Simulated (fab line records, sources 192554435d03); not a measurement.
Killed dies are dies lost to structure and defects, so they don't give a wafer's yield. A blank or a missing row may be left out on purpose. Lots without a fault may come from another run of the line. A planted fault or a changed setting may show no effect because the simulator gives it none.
fab line records | flow n5_finfet
record lots=6 wafers=18 last_day=17
route steps=1938 shown BEOL_M15@1821 PASS1_DEP@1831 MIM_BOT@1832 MIM_TOP@1834
lots that met no fault: from a run of the same line without faults
start_h: hours from the record's first day to the start of the lot's first wafer shown | wait_h: hours since the lot's step before | " the same as in the row above | L1.1+2: a row that stands for several wafers | - no value, or no start given | * or withheld: withheld | < > ~ a bound
route shown NAME@n: a module of which the file shows steps, and the number in the route of the first | usual: mean/standard deviation of fault-free wafers | same: alike in all rows | chamber/n: place in a boat | sites: the reading at each site | _std_site: their standard deviation | _edge_site: outer sites' mean less inner sites' | radius_mm: how far each site lies from the wafer's centre | mask NAME#n: copy n | behind: the tool/chamber that last shaped the wafer | hold: why the lot was held/for how many hours/how that ended | device: the transistor (n, p or np) that didn't switch | end of line: the same wafers' tests at the end of the route | a step without rows: its recipe alone | killed: dies lost to structure and defects at the first sort, not the wafer's yield | map: a wafer's dies, x killed, . not, _ none there
set.NAME: the setting as run; set.NAME@STEP: as run at that earlier step | model.NAME: the simulator's own value behind a step, which no gauge read
lots at some steps of the route; a table a step, a row a wafer
services: from which hour (start_h, from the record's first day; less than 0 if before it) a tool's chamber was out of use, for how many hours, and why
## steps
# step N5_BEOL_M15_SPUTTER_45
# recipe material=Cu target_thk_a=1000 temp_c=-20 bias_v=60 power_w=26000 chamber_pressure_pa=0.13 time_s=16.67
# usual chamber_pressure_pa=0.12999/0.00026 susceptor_temp_C=-20.00/0.099 throttle_valve_pct=30.4/0.73
# columns lot.wafer tool chamber start_h wait_h chamber_pressure_pa susceptor_temp_C throttle_valve_pct
L424.1 pvd_sputter-01 - 280.47 0.0 0.1298 -20.12 30.8
L424.3 " - " " 0.13001 -20.12 29.8
L424.6 " - " " 0.12939 -20.22 30.7
L436.1 pvd_sputter-01 - 332.88 0.0 0.12981 -19.88 31.3
L436.2 " - " " 0.12975 -20.05 29.8
L436.3 " - " " 0.13012 -20.03 30.5
L434.1 pvd_sputter-03 - 346.37 0.0 0.13026 -20.08 31.8
L434.3 " - " " 0.12997 -20.08 30.6
L434.6 " - " " 0.12985 -19.79 31.4
L439.4 pvd_sputter-01 - 367.38 0.0 0.12969 -20.02 30.4
L439.5 " - " " 0.12972 -19.95 30.4
L439.6 " - " " 0.12976 -19.96 29.9
L443.1 pvd_sputter-03 - 373.94 0.0 0.13004 -20.16 31.3
L443.4 " - " " 0.13027 -19.83 31.1
L443.6 " - " " 0.13003 -20.23 31.1
L442.3 pvd_sputter-02 - 385.08 0.0 0.12966 -20.03 31.2
L442.4 " - " " 0.12975 -19.99 29.7
L442.5 " - " " 0.13018 -20.12 30.4
# step N5_BEOL_M15_ECD_47
# recipe material=Cu target_thk_a=18600
# step N5_BEOL_M15_ANNEAL_48
# recipe temp_c=225 time_s=90 ambient=N2
# usual anneal_temp_c=224.95/0.17 wafer_temp_C_max=225.9/0.31
# columns lot.wafer tool chamber start_h wait_h anneal_temp_c wafer_temp_C_max
L424.1 rtp_anneal-02 0 280.83 0.2 224.88 226.1
L424.3 " 0 " " 224.79 226.1
L424.6 " 0 " " 224.88 226.3
L436.1 rtp_anneal-01 0 333.24 0.2 224.90 225.4
L436.2 " 0 " " 224.76 225.7
L436.3 " 0 " " 224.91 225.7
L434.1 rtp_anneal-01 0 346.73 0.2 224.69 225.4
L434.3 " 0 " " 224.65 225.5
L434.6 " 0 " " 224.74 225.8
L439.4 rtp_anneal-01 0 368.30 0.7 225.07 225.8
L439.5 " 0 " " 225.09 225.8
L439.6 " 0 " " 224.77 225.9
L443.1 rtp_anneal-02 0 374.31 0.2 224.96 225.9
L443.4 " 0 " " 224.90 226.4
L443.6 " 0 " " 224.99 226.4
L442.3 rtp_anneal-01 0 386.13 0.8 225.17 226.2
L442.4 " 0 " " 224.95 225.5
L442.5 " 0 " " 224.70 225.5
# step N5_BEOL_M15_CMP_49
# recipe stop_on=SiO2 t_overpolish_s=4.9 down_force_psi=2 platen_rpm=80 clearing_platen_down_force_psi=2 clearing_platen_rpm=80 post_cmp_clean=cu_alkaline target_thk_nm=850 clearing_platen_pad_velocity_m_s=1.5917 pad_velocity_m_s=1.5917
# usual barrier_field_endpoint_s=11.37/0.26 motor_current_A=7.8/0.71 overpolish_run_s=4.900/0.0093 pad_life_wafers=1066/670 platen_rpm=80.00/0.053 slurry_flow_ml_min=150.0/0.47
# columns lot.wafer tool chamber start_h wait_h barrier_field_endpoint_s motor_current_A overpolish_run_s pad_life_wafers platen_rpm slurry_flow_ml_min
L424.1 cmp-02 1 281.16 0.3 11.44 9.4 4.904 1621 80.01 150.5
L424.3 " 2 " " 11.26 6.4 4.898 1622 79.96 149.6
L424.6 " 0 " " 11.43 8.1 4.881 - 79.98 150.6
L436.2 cmp-04 1 333.54 0.2 11.61 8.0 4.894 1902 80.01 149.9
L436.1 " 2 " " 11.46 8.0 4.907 1903 80.07 149.3
L436.3 " 3 " " 11.70 8.0 4.893 1904 80.03 149.4
L434.3 cmp-02 0 347.07 0.2 11.35 7.9 4.912 25 79.94 150.0
L434.1 " 2 " " 11.20 6.5 4.903 27 80.03 149.9
L434.6 " 0 " " 11.49 7.8 4.907 - 79.94 149.7
L439.4 cmp-02 3 368.46 0.1 11.30 8.1 4.895 222 80.00 149.6
L439.6 " 3 " " 11.64 7.8 4.897 - 80.02 150.2
L439.5 " 0 " " 11.34 7.8 4.897 - 80.07 150.1
L443.1 cmp-04 1 374.69 0.3 10.97 8.7 4.908 164 80.07 150.5
L443.4 " 2 " " 11.20 7.9 4.904 165 80.06 149.8
L443.6 " 0 " " 10.94 7.5 4.893 - 80.00 149.7
L442.3 cmp-04 1 386.38 0.2 11.33 8.2 4.898 271 79.98 150.0
L442.4 " 2 " " 11.54 7.5 4.891 272 80.01 150.3
L442.5 " 0 " " 11.13 7.3 4.893 - 79.96 149.6
# step N5_BEOL_M15_THK_MEAS_50
# recipe thk_meas_gauge=xrf reads=Cu_of_BEOL_M15_ECD_47
# usual M15_THK=847/19
# columns lot.wafer tool chamber start_h wait_h M15_THK[nm]
L424.1 film_metro-02 - 281.42 - 860
L424.3 " - " " 819
L424.6 " - " " 837
L436.1 film_metro-02 - 333.83 - 861
L436.2 " - " " 848
L436.3 " - " " 831
L434.1 film_metro-01 - 347.32 - 878
L434.3 " - " " 847
L434.6 " - " " 851
L439.4 film_metro-01 - 368.76 - 821
L439.5 " - " " 872
L439.6 " - " " 846
L443.1 film_metro-01 - 374.91 - 857
L443.4 " - " " 874
L443.6 " - " " 832
L442.3 film_metro-01 - 386.63 - 840
L442.4 " - " " 814
L442.5 " - " " 807
# step N5_BEOL_M15_PRE_CLEAN_52
# recipe gas=NH3 time_s=15 temp_c=withheld rf_power_w=300
# step N5_BEOL_M15_DEP_53
# recipe material=SiCN target_thk_a=500 temp_c=withheld precursor=3MS/NH3 pressure_torr=3 rf_w=675 time_s=17.8
# usual showerhead_plenum_p_Torr=4.16/0.038 showerhead_vpp_V=1627/75 throttle_valve_pct=18.1/0.96
# columns lot.wafer tool chamber start_h wait_h showerhead_plenum_p_Torr showerhead_vpp_V throttle_valve_pct
L424.1 pecvd-04 2 281.48 0.0 4.20 1718 17.1
L424.3 " 0 " " 4.16 1554 18.3
L424.6 " 1 " " 4.16 1578 19.5
L436.1 pecvd-01 0 333.89 0.0 4.10 1595 18.6
L436.2 " 2 " " 4.11 1698 17.4
L436.3 " 1 " " 4.22 1508 18.9
L434.1 pecvd-03 1 347.39 0.0 4.13 1710 17.0
L434.3 " 0 " " 4.19 1639 19.0
L434.6 " 1 " " 4.13 1718 17.0
L439.4 pecvd-03 1 368.85 0.0 4.14 1709 17.1
L439.5 " 1 " " 4.14 1731 16.8
L439.6 " 0 " " 4.19 1623 18.5
L443.1 pecvd-04 0 374.97 0.0 4.16 1564 18.3
L443.4 " 1 " " 4.16 1566 19.2
L443.6 " 0 " " 4.16 1553 18.1
L442.3 pecvd-01 1 386.70 0.0 4.21 1500 18.8
L442.4 " 1 " " 4.20 1500 18.8
L442.5 " 2 " " 4.11 1657 17.5
# step N5_BEOL_M15_RS_MEAS_54
# recipe thk_meas_gauge=four-point-probe reads=Cu_of_BEOL_M15_ECD_47+Ta_of_BEOL_M15_SPUTTER_44+TaN_of_BEOL_M15_SPUTTER_43
# usual M15_RS=0.0215/0.00045
# columns lot.wafer tool chamber start_h wait_h M15_RS[ohm/sq]
L424.1 film_metro-02 - 281.55 0.0 0.0211
L424.3 " - " " 0.0221
L424.6 " - " " 0.0216
L436.1 film_metro-01 - 333.96 0.0 0.0211
L436.2 " - " " 0.0214
L436.3 " - " " 0.0219
L434.1 film_metro-02 - 347.45 0.0 0.0207
L434.3 " - " " 0.0217
L434.6 " - " " 0.0215
L439.4 film_metro-02 - 368.92 0.1 0.0222
L439.5 " - " " 0.0209
L439.6 " - " " 0.0215
L443.1 film_metro-01 - 375.03 0.0 0.0212
L443.4 " - " " 0.0208
L443.6 " - " " 0.0219
L442.3 film_metro-01 - 386.76 0.1 0.0216
L442.4 " - " " 0.0222
L442.5 " - " " 0.0225
# step N5_BEOL_M15_INSPECT_55
# recipe inspect_instrument=darkfield mode=post_dep
# usual raw_defect_count=78/26
# columns lot.wafer tool chamber start_h wait_h raw_defect_count
L424.1 defect_inspect-01 - 281.58 0.0 65
L424.3 " - " " 66
L424.6 " - " " 49
L436.1 defect_inspect-02 - 333.99 0.0 86
L436.2 " - " " 63
L436.3 " - " " 100
L434.1 defect_inspect-02 - 347.48 0.0 41
L434.3 " - " " 60
L434.6 " - " " 59
L439.4 defect_inspect-01 - 368.94 0.0 99
L439.5 " - " " 64
L439.6 " - " " 88
L443.1 defect_inspect-01 - 375.06 0.0 75
L443.4 " - " " 134
L443.6 " - " " 92
L442.3 defect_inspect-01 - 386.79 0.0 44
L442.4 " - " " 73
L442.5 " - " " 49
# step N5_BEOL_M15_RC_MEAS_101
# usual COMB_M10=1.39e-11/2.6e-12 COMB_M11=1.5e-11/3.3e-12 COMB_M12=6.8e-12/1.5e-12 COMB_M13=5.3e-12/1.2e-12 COMB_M14=3.9e-12/1.1e-12 COMB_M15=2.8e-12/8.1e-13 COMB_M5=3.7e-11/6.6e-12 COMB_M6=2.6e-11/5.1e-12 COMB_M7=2.6e-11/5e-12 COMB_M8=2.5e-11/4.6e-12 COMB_M9=1.5e-11/3.4e-12 SERP_M10=3.10/0.072 SERP_M11=3.08/0.079 SERP_M12=0.638/0.015 SERP_M13=0.309/0.007 SERP_M14=0.1620/0.003 SERP_M14_max_site=0.164/0.0032 SERP_M5=38.5/1.6 SERP_M6=14.1/0.49 SERP_M7=14.1/0.49 SERP_M8=14.0/0.46 SERP_M9=3.08/0.087
# columns lot.wafer tool chamber start_h wait_h COMB_M10[S/m] COMB_M11[S/m] COMB_M12[S/m] COMB_M13[S/m] COMB_M14[S/m] COMB_M15[S/m] COMB_M5[S/m] COMB_M6[S/m] COMB_M7[S/m] COMB_M8[S/m] COMB_M9[S/m] SERP_M10[ohm/um] SERP_M11[ohm/um] SERP_M12[ohm/um] SERP_M13[ohm/um] SERP_M14[ohm/um] SERP_M14_max_site[ohm/um] SERP_M5[ohm/um] SERP_M6[ohm/um] SERP_M7[ohm/um] SERP_M8[ohm/um] SERP_M9[ohm/um]
L424.1 prober-01 0 281.60 0.0 1.78e-11 1.7e-11 9e-12 4.9e-12 4e-12 4.2e-12 2.6e-11 2.8e-11 3.3e-11 2e-11 1.7e-11 3.12 3.17 0.624 0.311 0.1657 0.168 37.4 14.0 14.8 13.6 3.14
L424.3 " 0 " " 1.46e-11 1.1e-11 7.1e-12 5.2e-12 5.1e-12 4e-12 3.3e-11 3.8e-11 2.2e-11 1.7e-11 1.7e-11 3.27 3.10 0.617 0.305 0.1628 0.164 37.9 14.2 14.0 13.5 3.11
L424.6 " 0 " " 2.18e-11 1.7e-11 6.6e-12 4.8e-12 3.6e-12 4.8e-12 3.2e-11 3.2e-11 2.8e-11 1.9e-11 3.1e-11 3.16 3.14 0.615 0.311 0.1692 0.170 37.5 14.7 14.6 13.4 3.08
L436.1 prober-01 0 334.01 0.0 1.22e-11 1.5e-11 6.2e-12 5.5e-12 4.4e-12 3.6e-12 5.2e-11 3.3e-11 2.3e-11 2.2e-11 1.2e-11 3.10 3.13 0.643 0.311 0.1645 0.166 37.9 13.6 15.1 13.0 3.11
L436.2 " 0 " " 1.25e-11 1.5e-11 7.1e-12 8.6e-12 6.4e-12 3.4e-12 4.9e-11 3e-11 2.1e-11 2.9e-11 1.3e-11 3.27 3.03 0.635 0.318 0.1641 0.166 38.1 13.9 14.2 14.0 3.06
L436.3 " 0 " " 1.53e-11 1.6e-11 8.7e-12 6.2e-12 4.7e-12 3.1e-12 4e-11 3.9e-11 2.5e-11 2.5e-11 1.5e-11 3.04 3.06 0.640 0.306 0.1586 0.160 36.9 13.1 13.6 13.7 3.13
L434.1 prober-01 0 347.66 0.2 1.73e-11 1.5e-11 7.4e-12 6.8e-12 5.3e-12 3.4e-12 4e-11 3.5e-11 3.3e-11 2.3e-11 1.1e-11 3.08 3.02 0.687 0.306 0.1620 0.163 37.7 13.6 14.1 14.3 3.26
L434.3 " 0 " " 1.46e-11 1.6e-11 7.9e-12 6.6e-12 5.2e-12 4.2e-12 3.7e-11 2.7e-11 2.2e-11 1.8e-11 1e-11 3.16 3.15 0.658 0.295 0.1617 0.164 36.7 14.4 13.7 13.6 3.12
L434.6 " 0 " " 1.77e-11 1.5e-11 8.8e-12 5.3e-12 4.9e-12 3.3e-12 4.1e-11 2.2e-11 2.5e-11 1.9e-11 1e-11 3.03 3.15 0.644 0.300 0.1620 0.165 39.8 14.2 15.1 14.5 3.10
L439.4 prober-02 0 369.43 0.5 1.23e-11 1.4e-11 5.1e-12 4.9e-12 3.4e-12 2e-12 2.8e-11 2.7e-11 3.2e-11 2.9e-11 1.5e-11 2.99 2.91 0.651 0.324 0.1641 0.165 42.2 14.8 13.9 13.9 3.00
L439.5 " 0 " " 1.08e-11 1.2e-11 6.3e-12 3.6e-12 3.4e-12 1.6e-12 3e-11 2.4e-11 3.3e-11 2.6e-11 1.6e-11 3.12 3.10 0.640 0.317 0.1611 0.164 41.1 14.8 14.1 14.5 2.90
L439.6 " 0 " " 1.31e-11 1.8e-11 4.1e-12 4.8e-12 3.6e-12 2.1e-12 3e-11 2.8e-11 2.7e-11 2.3e-11 1.1e-11 3.04 3.07 0.656 0.303 0.1578 0.159 42.3 14.8 14.3 14.2 3.01
L443.1 prober-02 0 375.09 0.0 1.44e-11 1.6e-11 8.2e-12 4.1e-12 2.7e-12 2.2e-12 2.8e-11 3.9e-11 2.6e-11 2e-11 1.1e-11 3.10 3.01 0.632 0.306 0.1632 0.165 36.8 14.3 14.4 14.8 3.26
L443.4 " 0 " " 1.82e-11 1.5e-11 6.9e-12 3.7e-12 3.9e-12 1.5e-12 4.7e-11 3.5e-11 2.6e-11 3e-11 1.4e-11 3.06 3.04 0.634 0.313 0.1625 0.164 37.0 14.6 13.2 14.2 3.16
L443.6 " 0 " " 1.2e-11 2e-11 6.7e-12 5e-12 3.4e-12 2.5e-12 4.5e-11 2.4e-11 2e-11 2.3e-11 1e-11 3.15 2.98 0.619 0.317 0.1623 0.163 37.8 14.7 13.9 14.5 3.14
L442.3 prober-01 0 387.12 0.3 1.31e-11 1.8e-11 7e-12 6.2e-12 5.1e-12 3.1e-12 4.1e-11 2.7e-11 2.5e-11 2.5e-11 1.6e-11 3.10 3.03 0.643 0.303 0.1603 0.162 40.2 14.7 14.2 14.0 2.98
L442.4 " 0 " " 1.63e-11 1.7e-11 7e-12 6.1e-12 4.5e-12 3.2e-12 3.9e-11 2.8e-11 2.5e-11 2.9e-11 1.4e-11 3.08 3.15 0.646 0.319 0.1628 0.164 38.8 14.9 14.1 13.8 3.08
L442.5 " 0 " " 1.46e-11 1.7e-11 7.7e-12 7.3e-12 5.6e-12 3.3e-12 3.5e-11 2.2e-11 2.5e-11 3.2e-11 1.3e-11 3.04 2.91 0.625 0.308 0.1602 0.162 40.0 14.7 14.3 13.8 3.05
# step N5_PASSIVATION_PECVD_00
# recipe material=SiO2 target_thk_a=2000 temp_c=400 precursor=SiH4/N2O pressure_torr=2.7 rf_w=608 time_s=11.2
# usual heater_power_w=739/110 showerhead_plenum_p_Torr=8.15/0.15 showerhead_vpp_V=1536/68 susceptor_temp_C=399.96/0.21 throttle_valve_pct=51.4/2.9
# columns lot.wafer tool chamber start_h wait_h heater_power_w showerhead_plenum_p_Torr showerhead_vpp_V susceptor_temp_C throttle_valve_pct
L424.1 pecvd-04 2 282.57 0.8 631 8.33 1613 399.93 48.0
L424.3 " 1 " " 757 8.16 1515 400.13 55.6
L424.6 " 1 " " 757 8.15 1511 400.20 55.4
L436.1 pecvd-04 1 334.97 0.8 783 8.14 1500 400.29 55.2
L436.2 " 0 " " 504 8.18 1461 400.11 51.4
L436.3 " 2 " " 731 8.33 1636 399.63 48.2
L434.1 pecvd-04 0 348.62 0.8 534 8.19 1476 399.93 51.5
L434.3 " 2 " " 766 8.32 1650 399.87 48.2
L434.6 " 1 " " 801 8.16 1481 399.91 55.5
L439.4 pecvd-04 1 369.95 0.4 829 8.15 1477 400.03 55.3
L439.5 " 0 " " 584 8.19 1478 400.07 51.7
L439.6 " 2 " " 740 8.33 1646 399.92 48.4
L443.1 pecvd-04 1 376.06 0.8 793 8.18 1468 399.98 55.5
L443.4 " 0 " " 647 8.17 1484 399.76 51.7
L443.6 " 2 " " 611 8.35 1635 399.96 48.3
L442.3 pecvd-04 2 387.78 0.5 752 8.32 1609 399.87 48.9
L442.4 " 0 " " 597 8.16 1464 400.15 51.6
L442.5 " 1 " " 817 8.16 1499 399.94 55.5
# step N5_MIM_BOT_DEGAS_01
# recipe ambient=vacuum temp_c=300 time_s=60
# step N5_MIM_BOT_SPUTTER_00
# recipe material=TiN target_thk_a=350 temp_c=200 power_w=3000 chamber_pressure_pa=0.49996 gas=Ar reactive_partial_pa=0.37997 time_s=89.7
# usual chamber_pressure_pa=0.5000/0.00095 susceptor_temp_C=199.99/0.17 throttle_valve_pct=30.6/0.84
# columns lot.wafer tool chamber start_h wait_h chamber_pressure_pa susceptor_temp_C throttle_valve_pct model.TiN_of_MIM_BOT_SPUTTER_00.thk_nm
L424.1 pvd_sputter-02 - 283.48 0.0 0.5007 199.65 31.2 34.6
L424.3 " - " " 0.4994 200.06 30.4 34.8
L424.6 " - " " 0.5012 199.94 31.0 34.8
L436.1 pvd_sputter-03 - 336.06 0.0 0.5027 200.03 31.4 34.8
L436.2 " - " " 0.4996 199.84 30.6 34.8
L436.3 " - " " 0.4996 199.91 31.7 34.8
L434.1 pvd_sputter-03 - 349.83 0.0 0.4996 200.21 31.3 35.4
L434.3 " - " " 0.5002 200.20 32.2 35.2
L434.6 " - " " 0.4993 200.02 30.7 34.8
L439.4 pvd_sputter-02 - 370.48 0.0 0.5446 200.02 28.0 34.6
L439.5 " - " " 0.5439 200.00 28.6 34.8
L439.6 " - " " 0.5440 199.98 29.2 34.6
L443.1 pvd_sputter-03 - 376.82 0.0 0.5006 199.91 31.2 34.6
L443.4 " - " " 0.5017 199.72 31.8 35.2
L443.6 " - " " 0.4999 200.05 31.3 35.4
L442.3 pvd_sputter-02 - 388.92 0.0 0.5425 199.88 28.3 34.6
L442.4 " - " " 0.5424 200.03 29.8 35
L442.5 " - " " 0.5450 199.87 28.3 34.4
# step N5_MIM_TOP_ALD_00
# recipe material=Al2O3 target_thk_a=* temp_c=withheld ald_precursor_family=TMA ald_co_reactant=O3 pulse_time_s=withheld purge_time_s=3 co_reactant_purge_time_s=withheld co_reactant_pulse_time_s=3 ald_cycles=withheld
## services
# columns tool chamber start_h hours kind
pecvd-01 0 275.00 5.5 scheduled_down
cmp-04 - 281.58 5.7 pm
pecvd-04 0 290.32 5.5 scheduled_down
pecvd-03 - 292.21 0.6 repair
pecvd-04 0 306.89 23.2 repair
cmp-02 - 311.51 1.6 repair
pecvd-04 - 319.62 0.5 repair
cmp-02 - 338.58 4.0 pm
cmp-02 - 342.58 - consumable_replace:conditioner
cmp-02 - 342.58 - consumable_replace:pad
rtp_anneal-01 - 347.93 8.7 pm
cmp-04 - 349.95 4.0 pm
pecvd-03 2 351.28 5.5 repair
cmp-04 - 353.95 - consumable_replace:conditioner
cmp-04 - 353.95 - consumable_replace:pad
pecvd-01 1 354.69 2.1 scheduled_down
cmp-04 - 359.02 0.5 repair
pecvd-01 1 363.56 5.5 scheduled_down
cmp-02 - 372.96 1.3 repair
pecvd-04 0 383.74 2.1 scheduled_down
rtp_anneal-02 - 384.82 4.0 pm
pecvd-03 1 386.27 2.1 scheduled_down
pecvd-03 2 388.40 2.1 scheduled_down
## key
first_sign step=N5_MIM_BOT_SPUTTER_00 reading=chamber_pressure_pa direction=up sigmas=46 usual=0.5000 struck=0.5437
effect step=N5_MIM_BOT_SPUTTER_00 reading=throttle_valve_pct direction=down sigmas=2.2 usual=* struck=*
model_effect step=N5_MIM_BOT_SPUTTER_00 value=TiN_of_MIM_BOT_SPUTTER_00.thk_nm without=35.17 struck=34.67
met_at N5_MIM_BOT_SPUTTER_00
struck_wafers L439.4,L439.5,L439.6,L442.3,L442.4,L442.5
onset_between 283.48 370.48
fault kind=process_parameter_drift tool=pvd_sputter-02 chamber=- onset_h=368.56 steps=N5_MIM_BOT_SPUTTER_00 channel=chamber_pressure_pa offset=0.043805 shape=step end_h=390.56 acts_in=these_recipes_only stated=0.49996
